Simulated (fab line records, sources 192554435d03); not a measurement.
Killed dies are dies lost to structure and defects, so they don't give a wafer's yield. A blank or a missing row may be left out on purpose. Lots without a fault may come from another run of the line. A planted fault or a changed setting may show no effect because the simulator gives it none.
Split-lot experiment | flow n5_finfet | 7 lots, 21 wafers read, on a route of 1938 steps

THE SPLIT
At N5_BEOL_M13_EXPOSE_07 (exposes mask V12), the setting dose_mj was moved away from the recipe's 24.8 on 8 of the 21 wafers read, by -6.8% to +7.3%. The other wafers ran this setting at the recipe's value.

FROM THE SPLIT TO THE READING: what the file shows between them, 6 steps
- N5_BEOL_M13_PEB_08: peb time 90 s
- N5_BEOL_M13_DEVELOP_09: develop time 45 s
- N5_BEOL_M13_HARDBAKE_14: time 120 s
- N5_BEOL_M13_CD_MEAS_10: target cd 190 nm
- N5_BEOL_M13_STRIP_71: strips in post etch residue remover, time 60 s
- N5_BEOL_M13_SRD_72: time 30 s, dry time 30 s

THE READING
cd_nm, in nm, at N5_BEOL_M13_CD_MEAS_17 (target cd 190 nm). Fault-free wafers of this fab line usually give 190.6 nm, standard deviation 1.2 nm.

wafer  | tool, chamber at the split | dose_mj as run | against the recipe | cd_nm, nm | against lot-mates on the recipe
L074.1 | krf_scanner-02, 0          | 24.8           | recipe             | 190.3     | -
L074.5 | krf_scanner-02, 0          | 24.8           | recipe             | 190.4     | -
L074.6 | krf_scanner-02, 0          | 23.22          | -6.4%              | 181.4     | -9.0
L076.4 | krf_scanner-01, 0          | 24.8           | recipe             | 191.6     | -
L076.5 | krf_scanner-01, 0          | 26.62          | +7.3%              | 198.8     | +7.2
L076.6 | krf_scanner-01, 0          | 24.8           | recipe             | 191.7     | -
L081.3 | krf_scanner-02, 0          | 24.8           | recipe             | 190.6     | -
L081.5 | krf_scanner-02, 0          | 23.11          | -6.8%              | 181.5     | -8.8
L081.6 | krf_scanner-02, 0          | 24.8           | recipe             | 189.9     | -
L086.1 | krf_scanner-02, 0          | 24.8           | recipe             | 189.6     | -
L086.3 | krf_scanner-02, 0          | 23.42          | -5.6%              | 183.7     | -5.9
L086.6 | krf_scanner-02, 0          | 23.42          | -5.6%              | 184.4     | -5.2
L089.1 | krf_scanner-02, 0          | 24.8           | recipe             | 192.3     | -
L089.2 | krf_scanner-02, 0          | 24.8           | recipe             | 192.1     | -
L089.4 | krf_scanner-02, 0          | 24.8           | recipe             | 191.1     | -
L090.1 | krf_scanner-01, 0          | 23.47          | -5.4%              | 185.7     | -4.5
L090.3 | krf_scanner-01, 0          | 24.8           | recipe             | 190.2     | -
L090.5 | krf_scanner-01, 0          | 23.47          | -5.4%              | 186.0     | -4.2
L091.2 | krf_scanner-02, 0          | 24.8           | recipe             | 191.7     | -
L091.4 | krf_scanner-02, 0          | 24.8           | recipe             | 192.0     | -
L091.5 | krf_scanner-02, 0          | 26.01          | +4.9%              | 196.0     | +4.2

THE FIT
A straight line over all 21 wafers: cd_nm changes by +1.19 nm for each +1% of dose_mj; r = +0.97; the points scatter about the line by 1 nm.
The same after taking each lot's own level away (the mean of its wafers on the recipe; 21 wafers): +1.04 nm for each +1%; r = +0.98; scatter 0.84 nm.
On that fit, the largest move of dose_mj shifts the reading by 7.6 nm.
The lots' own levels span 189.60 to 191.85 nm, that is 1.9 times the standard deviation above.
So the lot-to-lot level changes the slope: the two fits differ.
Check: with one of the wafers moved furthest among these (+7.3%) left out of the fit, the line predicts +7.67 nm for it against its lot-mates. It came out at +7.15 nm against them.

OTHER SPLITS ON THESE WAFERS
These wafers also went through other splits before the reading. Each is held against what the fit with the lots' levels taken away leaves over:
other split on the same wafers | wafers away from the commonest value | r with cd_nm (lot level and that fit taken away)
N5_BEOL_M12_SPUTTER_44 time_s  | 4                                    | +0.32

THE WHOLE CHAIN: every reading that the file lists as answering this split, in the file's order
step                   | what it does     | reading | change (the file's fit)              | r (the file's)
N5_BEOL_M13_CD_MEAS_10 | target cd 190 nm | cd_nm   | +1.07 nm for each +1% of the setting | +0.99
N5_BEOL_M13_CD_MEAS_17 | target cd 190 nm | cd_nm   | +1.08 nm for each +1% of the setting | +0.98

THE FILE'S OWN FIT
cd_nm changes by +1.08 nm for each +1% of dose_mj, r = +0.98.
